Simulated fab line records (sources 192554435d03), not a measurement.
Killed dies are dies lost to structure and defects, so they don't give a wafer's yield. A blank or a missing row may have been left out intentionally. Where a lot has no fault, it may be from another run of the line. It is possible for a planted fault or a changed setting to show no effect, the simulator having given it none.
Which tool did it? + flow n5Finfet + 23 wafers from 8 lots sampled at 3 of the route's 1938 steps

## WHAT EACH GAUGE READ, for each wafer
N5_BEOL_M1_INSPECT_30: inspects for defects (brightfield).
| lot  | measured     | on               | rawDefectCount |
|------|--------------|------------------|----------------|
| L542 | day 6 23:31  | defectInspect-01 | 314 469 346    |
| L547 | day 8 19:57  | defectInspect-01 | 449 359        |
| L554 | day 9 16:11  | defectInspect-02 | 420 333 398    |
| L556 | day 10 04:32 | defectInspect-01 | 389 519 442    |
| L557 | day 10 05:52 | defectInspect-01 | 609 512 411    |
| L558 | day 10 12:34 | defectInspect-01 | 564 623 580    |
| L559 | day 11 05:12 | defectInspect-01 | 387 294 453    |
| L563 | day 12 02:52 | defectInspect-02 | 347 335 533    |

## EACH LOT AND THE TOOL THAT RAN IT (in order: tool; ch and the chambers of the sampled wafers; start)
| lot  | N5_BEOL_M1_ETCH_64                | N5_BEOL_M1_STRIP_66               |
|------|-----------------------------------|-----------------------------------|
| L542 | rieDiel-05 ch 1,3, day 6 22:37    | rieDiel-05 ch 1,3, day 6 22:44    |
| L547 | rieDiel-04 ch 1,2, day 8 19:11    | rieDiel-04 ch 1,2, day 8 19:19    |
| L554 | rieDiel-05 ch 0,2, day 9 15:19    | rieDiel-05 ch 0,2, day 9 15:26    |
| L556 | rieDiel-03 ch 2,3, day 10 03:33   | rieDiel-03 ch 2,3, day 10 03:41   |
| L557 | rieDiel-03 ch 0,1,3, day 10 05:06 | rieDiel-03 ch 0,1,3, day 10 05:14 |
| L558 | rieDiel-04 ch 1,2,3, day 10 11:33 | rieDiel-04 ch 1,2,3, day 10 11:41 |
| L559 | rieDiel-04 ch 0,2,3, day 11 04:19 | rieDiel-04 ch 0,2,3, day 11 04:27 |
| L563 | rieDiel-03 ch 0,1,3, day 12 01:56 | rieDiel-03 ch 0,1,3, day 12 02:04 |
- N5_BEOL_M1_ETCH_64: etches SOC in N2/H2, target depth 75 nm, overetch 15 nm, time 112.5 s.
- N5_BEOL_M1_STRIP_66: strips in CF4.

## THE ANSWER, worked out from the rows above alone
Rule: what is usual is taken from the lots themselves. Put in order of their means at a reading, lots are off if they are a third of the lots or fewer, leave a main group of 4 or more, and stand apart from it by a gap of 3 or more times the standard deviation of the main group's means; of several such gaps the widest counts. Not used: any main group whose means are identical at the precision the tables above print for the reading. A lot without any number at a reading at which 4 lots or more have one is off too. All remaining lots with rows at the step are treated as sound.
Nothing can be told from this: no lot is off at any reading shown.

## WHAT THE SIMULATOR HAD INSERTED
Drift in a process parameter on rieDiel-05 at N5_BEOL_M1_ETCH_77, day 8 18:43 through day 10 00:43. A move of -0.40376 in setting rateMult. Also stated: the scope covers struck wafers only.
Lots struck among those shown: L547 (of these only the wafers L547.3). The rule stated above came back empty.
